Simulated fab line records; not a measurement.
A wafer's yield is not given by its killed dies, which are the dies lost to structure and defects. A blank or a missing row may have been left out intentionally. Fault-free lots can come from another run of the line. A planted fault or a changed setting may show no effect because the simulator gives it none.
Comparing a struck lot with a sound one + flow nand-harc + 13 out of 1302 route steps
Sound: these wafers, L938.2, L938.4, L938.6. Struck: wafers L944.1, L944.2, L944.6. Last of all comes the cause.
Each step with rows lists, per side, the tool, then ch with its chambers, then its first start. Under that, the readings that differ: sound wafers + struck wafers + difference of the means + sigmas: that difference in standard deviations of wafers without a fault.
alike: words and numbers the same on both sides, and readings whose means are apart by under 2 such deviations; not compared: readings that were withheld, readings missing a value for some wafer, numbers with overlapping values and no deviation given by the record, and bounds like >300 which may hide the same value.
A row with sigmas, a row that says differs or no value, or rows on one side alone: a step with any of these is where the two part. Numbers that have no deviation but don't overlap get no sigmas and don't part them. A reading that every wafer of one side lacks parts them only if that side has two wafers or more.

first, 3 steps without rows for these wafers: NHARC_A_STAIRCASE_STRIP_317 (strips in SPM, time 900 s); NHARC_A_STAIRCASE_PRECLEAN_318 (cleans in SC1); NHARC_A_STAIRCASE_SRD_329.
NHARC_A_STAIRCASE_ALD_415: deposits SiO2, target thk 30 nm, pulse time 6 s, ald cycles 300.
  sound on ald-hk-01 ch 1,2, day 18 16:32; struck on ald-hk-03 ch 0,1,3, day 21 06:40
  alike: heater-power-w, precursor-pulse-height-rel
NHARC_A_STAIRCASE_ETCHBACK_416: etches the open film in C4F8/O2/Ar, target depth 36 nm, time 7.2 s.
  sound on rie-diel-07 ch 0,1, day 18 20:02; struck on rie-diel-10 ch 0,1
| reading               | sound          | struck         | difference | sigmas |
|-----------------------|----------------|----------------|------------|--------|
| oes-product-au (a.u.) | 0.91 0.91 0.91 | 1.00 1.00 1.00 | +0.09      | +3     |
  alike: rf-vpp-V
  not compared: rf-hours-counter-h
then, 1 step without rows for these wafers: NHARC_A_STAIRCASE_STRIP_476 (strips in O2, time 20 s).
NHARC_A_STAIRCASE_DEP_417: deposits Si3N4, target thk 60 nm.
  sound on pecvd-02 ch 0,1, day 18 20:22; struck on pecvd-04 ch 0,1, day 21 08:41
  alike: heater-power-w, showerhead-vpp-V
then, 3 steps without rows for these wafers: NHARC_A_STAIRCASE_WET_418 (chemistry H3PO4, target depth 20 nm); NHARC_A_STAIRCASE_PRECLEAN_419 (cleans in SC1); NHARC_A_STAIRCASE_SRD_421.
NHARC_A_STAIRCASE_ALD_420: deposits SiO2, target thk 20 nm, pulse time 6 s, ald cycles 200.
  sound on ald-hk-01 ch 1,2,3, day 19 05:50; struck on ald-hk-03 ch 0,2, day 21 12:49
  alike: heater-power-w, precursor-pulse-height-rel
NHARC_A_STAIRCASE_CVD_552: deposits SiNx, target thk 40 nm.
  sound on lpcvd-02 ch 1, day 19 11:00; struck on lpcvd-02 ch 1, day 21 21:02
  alike: spike-tc-bottom-C, spike-tc-centre-C
NHARC_A_STAIRCASE_DEP_151: deposits SiO2, target thk 7200 nm.
  sound on pecvd-02 ch 0,1,2, day 19 14:44; struck on pecvd-04 ch 0,1,2, day 22 01:31
  alike: heater-power-w

## WHERE THEY PART
NHARC_A_STAIRCASE_ETCHBACK_416 only, going by this record. Later steps at which nothing parts them and some readings are alike: NHARC_A_STAIRCASE_DEP_417, NHARC_A_STAIRCASE_ALD_420, NHARC_A_STAIRCASE_CVD_552, NHARC_A_STAIRCASE_DEP_151.

WHY: whatever the simulator had introduced
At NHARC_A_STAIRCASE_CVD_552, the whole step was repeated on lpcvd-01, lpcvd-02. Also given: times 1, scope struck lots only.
